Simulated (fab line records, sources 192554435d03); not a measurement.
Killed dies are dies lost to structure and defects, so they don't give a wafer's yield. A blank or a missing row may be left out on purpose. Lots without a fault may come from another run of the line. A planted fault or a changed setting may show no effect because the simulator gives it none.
Which tool did it? | flow n5_finfet | 9 lots, 26 wafers sampled, at 7 steps of a route of 1938

WHAT THE GAUGES READ, wafer by wafer
N5_DUMMY_GATE_CD_MEAS_24: target cd 15 nm.
lot  | measured    | on        | cd_nm (nm)
L523 | day 3 07:04 | cd_sem-02 | 15.1 15.6 15.2
L530 | day 5 03:29 | cd_sem-02 | 14.7 15.4 15.4
L533 | day 5 18:31 | cd_sem-03 | 15.2 15.1 14.8
L534 | day 5 22:45 | cd_sem-01 | 15.2 15.6
L539 | day 7 03:43 | cd_sem-03 | 14.9 15.0 15.0
L540 | day 7 11:44 | cd_sem-03 | 15.2 14.9 14.9
L542 | day 8 05:39 | cd_sem-03 | 14.5 15.2 14.6
L543 | day 8 12:29 | cd_sem-03 | 15.1 15.1 15.3
L545 | day 8 17:11 | cd_sem-02 | 15.8 14.4 15.1

N5_SD_EPI_N_EPI_MEAS_23.
lot  | measured    | on            | thk_nm (nm)
L523 | day 3 12:38 | film_metro-01 | 59.1 60.2 59.8
L530 | day 5 08:31 | film_metro-01 | 61.8 61.6 59.0
L533 | day 5 23:10 | film_metro-02 | 51.9 50.1 60.7
L534 | day 6 03:42 | film_metro-01 | 49.6 58.0
L539 | day 7 08:59 | film_metro-02 | 59.2 51.0 50.1
L540 | day 7 16:38 | film_metro-01 | 58.3 57.9 58.0
L542 | day 8 11:10 | film_metro-01 | 58.7 58.9 57.7
L543 | day 8 18:58 | film_metro-01 | 59.0 61.6 59.5
L545 | day 8 23:13 | film_metro-02 | 59.7 57.4 60.1

N5_SD_EPI_P_CD_MEAS_09: target cd 240 nm.
lot  | measured    | on        | cd_nm (nm)
L523 | day 3 13:35 | cd_sem-03 | 241.0 240.8 241.7
L530 | day 5 09:36 | cd_sem-02 | 240.7 239.5 240.4
L533 | day 6 00:20 | cd_sem-01 | 240.8 240.2 240.5
L534 | day 6 05:06 | cd_sem-03 | 240.4 240.6
L539 | day 7 09:57 | cd_sem-02 | 239.6 239.6 241.3
L540 | day 7 17:35 | cd_sem-01 | 240.5 240.7 241.6
L542 | day 8 12:32 | cd_sem-01 | 239.9 239.8 240.9
L543 | day 8 20:14 | cd_sem-02 | 240.0 240.2 239.7
L545 | day 9 00:11 | cd_sem-01 | 238.9 238.4 240.2

N5_SD_ACTIVATION_RS_MEAS_03: measures by four-point-probe.
lot  | measured    | on            | RS_SD_N (ohm/sq) | RS_SD_P (ohm/sq)
L523 | day 3 17:52 | film_metro-02 | 21.8 22.1 22.3   | 56.8 56.5 56.7
L530 | day 5 13:54 | film_metro-02 | 21.7 21.4 21.7   | 56.0 56.4 56.4
L533 | day 6 04:37 | film_metro-02 | 25.8 26.0 21.8   | 56.2 56.2 56.7
L534 | day 6 09:47 | film_metro-02 | 25.9 22.7        | 56.3 56.4
L539 | day 7 15:25 | film_metro-01 | 21.9 25.7 25.6   | 56.8 56.4 56.5
L540 | day 7 22:01 | film_metro-01 | 22.7 22.6 22.4   | 56.1 57.4 57.6
L542 | day 8 17:00 | film_metro-02 | 22.3 22.5 22.1   | 57.1 56.8 57.1
L543 | day 9 00:29 | film_metro-02 | 21.8 21.8 22.1   | 55.6 55.6 55.4
L545 | day 9 04:26 | film_metro-02 | 21.6 21.9 21.7   | 55.2 55.8 55.3

N5_BEOL_M4_RC_MEAS_101.
lot  | measured     | on        | DIBL_N (mV/V)  | DIBL_P (mV/V)  | IOFF_N (nA/um)    | IOFF_P (nA/um) | ION_N (uA/um) | ION_P (uA/um) | REXT_N (ohm.um) | RS_SD_N (ohm/sq) | SS_N (mV/dec)  | SS_P (mV/dec)  | VT_N (mV)         | VT_P (mV)
L523 | day 8 03:34  | prober-01 | 37.4 34.4 35.2 | 38.9 35.6 35.5 | 0.206 0.145 0.154 | 0.25 0.19 0.19 | 692 676 664   | 463 462 451   | 78.7 78.5 78.2  | 28.7 28.6 28.8   | 72.8 71.5 71.9 | 74.3 73.1 72.6 | 244.1 248.1 248.0 | -251 -254 -255
L530 | day 9 18:08  | prober-01 | 35.6 36.1 34.8 | 34.9 36.6 35.5 | 0.137 0.155 0.139 | 0.18 0.22 0.20 | 654 670 670   | 451 462 466   | 74.4 75.4 75.4  | 28.1 27.7 28.2   | 71.5 70.7 70.8 | 72.7 72.8 73.3 | 255.4 249.0 249.9 | -251 -249 -250
L533 | day 10 17:29 | prober-02 | 36.0 35.5 37.0 | 36.0 35.4 37.4 | 0.154 0.144 0.190 | 0.20 0.19 0.23 | 674 664 678   | 463 459 464   | 82.7 82.2 75.8  | 33.4 33.6 28.1   | 71.0 71.8 71.6 | 73.1 72.8 73.9 | 248.3 251.2 246.2 | -251 -251 -249
L534 | day 10 21:34 | prober-01 | 38.1 36.6      | 36.7 34.5      | 0.165 0.151       | 0.22 0.19      | 666 654       | 463 450       | 77.7 74.8       | 33.5 29.3        | 71.9 71.3      | 74.3 73.6      | 250.6 253.6       | -248 -251
L539 | day 12 12:33 | prober-02 | 35.1 38.5 35.8 | 36.0 38.5 36.5 | 0.152 0.236 0.167 | 0.20 0.25 0.20 | 684 678 675   | 468 466 461   | 76.0 80.8 80.8  | 28.6 33.1 33.3   | 71.3 72.4 72.0 | 72.8 73.2 72.8 | 249.8 243.5 247.4 | -252 -249 -249
L540 | day 12 17:29 | prober-01 | 35.4 38.7 39.3 | 35.2 38.5 38.7 | 0.131 0.195 0.200 | 0.18 0.23 0.23 | 675 679 686   | 462 463 466   | 76.3 77.0 76.5  | 29.1 29.1 29.3   | 70.7 71.5 71.9 | 72.7 74.0 74.1 | 249.4 246.7 248.2 | -251 -249 -246
L542 | day 13 17:08 | prober-01 | 34.9 35.7 36.4 | 34.5 36.9 37.7 | 0.122 0.148 0.163 | 0.17 0.21 0.21 | 666 683 683   | 455 467 465   | 74.3 75.5 73.7  | 29.1 28.9 28.9   | 71.1 70.8 71.6 | 73.3 73.6 73.8 | 253.6 250.6 250.1 | -252 -250 -251
L543 | day 13 21:15 | prober-01 | 37.1 35.3 36.2 | 36.8 34.9 36.0 | 0.195 0.147 0.178 | 0.23 0.19 0.22 | 678 672 677   | 461 457 463   | 75.3 75.2 75.1  | 28.4 28.2 28.5   | 71.9 71.5 72.2 | 72.9 72.3 72.4 | 247.2 251.9 249.4 | -250 -253 -250
L545 | day 14 16:55 | prober-02 | 34.9 40.0 37.2 | 33.0 39.2 35.1 | 0.124 0.210 0.147 | 0.19 0.30 0.23 | 667 684 675   | 465 473 478   | 74.1 73.5 74.1  | 28.4 28.6 28.1   | 70.6 71.4 70.6 | 72.9 75.1 73.6 | 250.1 246.3 249.8 | -249 -246 -248

WHICH TOOL RAN EACH LOT (tool, then ch and the chambers of the sampled wafers, then the start)
lot  | N5_SPACER0_ALD_00                | N5_SD_EPI_N_EPI_21
L523 | ald_sin-01 ch 0,2, day 3 07:44   | epi_rpcvd-03 ch 0, day 3 10:44
L530 | ald_sin-01 ch 2,3, day 5 04:05   | epi_rpcvd-03 ch 0, day 5 07:21
L533 | ald_sin-03 ch 0,3, day 5 18:59   | epi_rpcvd-03 ch 0, day 5 21:43
L534 | ald_sin-02 ch 0,1, day 5 23:14   | epi_rpcvd-03 ch 0, day 6 02:16
L539 | ald_sin-01 ch 1,2,3, day 7 04:41 | epi_rpcvd-03 ch 0, day 7 07:17
L540 | ald_sin-02 ch 0,1,3, day 7 12:17 | epi_rpcvd-04 ch 0, day 7 15:12
L542 | ald_sin-02 ch 1,2,3, day 8 06:14 | epi_rpcvd-04 ch 0, day 8 09:59
L543 | ald_sin-01 ch 0,1,2, day 8 14:09 | epi_rpcvd-04 ch 0, day 8 17:14
L545 | ald_sin-02 ch 0,2,3, day 8 18:41 | epi_rpcvd-04 ch 0, day 8 21:31
- N5_SPACER0_ALD_00: deposits SiOCN, target thk 3.5 nm, pulse time 3 s, purge time 2 s.
- N5_SD_EPI_N_EPI_21: deposits Si:P, time 690 s.

WHAT THE TOOLS THEMSELVES READ (means of the sampled wafers that have a number; where no wafer has one, the mark that the record gives instead)
N5_SPACER0_ALD_00.
lot  | tool       | heater_power_w (W) | precursor_pulse_height_rel | susceptor_temp_C (C)
L523 | ald_sin-01 | 804                | 1.021                      | 399.96
L530 | ald_sin-01 | 787                | 1.008                      | 399.67
L533 | ald_sin-03 | 853                | 1.014                      | 400.12
L534 | ald_sin-02 | 814                | 0.998                      | 400.06
L539 | ald_sin-01 | 821                | 1.003                      | 399.83
L540 | ald_sin-02 | 789                | 1.000                      | 399.94
L542 | ald_sin-02 | 874                | 1.021                      | 400.10
L543 | ald_sin-01 | 806                | 1.001                      | 399.84
L545 | ald_sin-02 | 856                | 1.017                      | 400.09

N5_SD_EPI_N_EPI_21.
lot  | tool         | susceptor_temp_C (C)
L523 | epi_rpcvd-03 | 680.33
L530 | epi_rpcvd-03 | 679.84
L533 | epi_rpcvd-03 | 680.31
L534 | epi_rpcvd-03 | 680.47
L539 | epi_rpcvd-03 | 680.06
L540 | epi_rpcvd-04 | 679.92
L542 | epi_rpcvd-04 | 679.66
L543 | epi_rpcvd-04 | 679.94
L545 | epi_rpcvd-04 | 680.08

THE ANSWER, worked out from the rows above alone
Rule: what is usual is taken from the lots themselves. Put in order of their means at a reading, lots are off if they are a third of the lots or fewer, leave a main group of 4 or more, and stand apart from it by a gap of 3 or more times the standard deviation of the main group's means; of several such gaps the widest counts. A main group whose means are all the same, to the digits that the tables above print for the reading, isn't used. A lot without any number at a reading at which 4 lots or more have one is off too. The other lots that the step has rows for count as sound. The gauges are gone through in route order, then the tools' own readings, and for those a lot's mean is taken as printed above. The first step at which some lot is off is used, and at that step the reading that is off furthest; a lot without a number counts as furthest.
Off: L533, L534, L539, at N5_SD_EPI_N_EPI_MEAS_23 (thk_nm). The main group: mean 59.4 nm, standard deviation 0.94.
A tool fits if, at a process step before that reading, it ran every lot that is off, and no sound lot after the first of them. The gauges at N5_SD_EPI_N_EPI_MEAS_23 aren't tried: what is off there is off at N5_BEOL_M4_RC_MEAS_101 too, on other tools, and a gauge's error can't cause that. One fits: epi_rpcvd-03 at N5_SD_EPI_N_EPI_21. Its last sound lot is L530 (day 5 07:21), its first lot that is off L533 (day 5 21:43): a fault that began between those two fits.

WHAT THE SIMULATOR HAD PUT IN
Process parameter drift: epi_rpcvd-03, from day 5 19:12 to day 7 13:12, at N5_SD_EPI_N_EPI_21. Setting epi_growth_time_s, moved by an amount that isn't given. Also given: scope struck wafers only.
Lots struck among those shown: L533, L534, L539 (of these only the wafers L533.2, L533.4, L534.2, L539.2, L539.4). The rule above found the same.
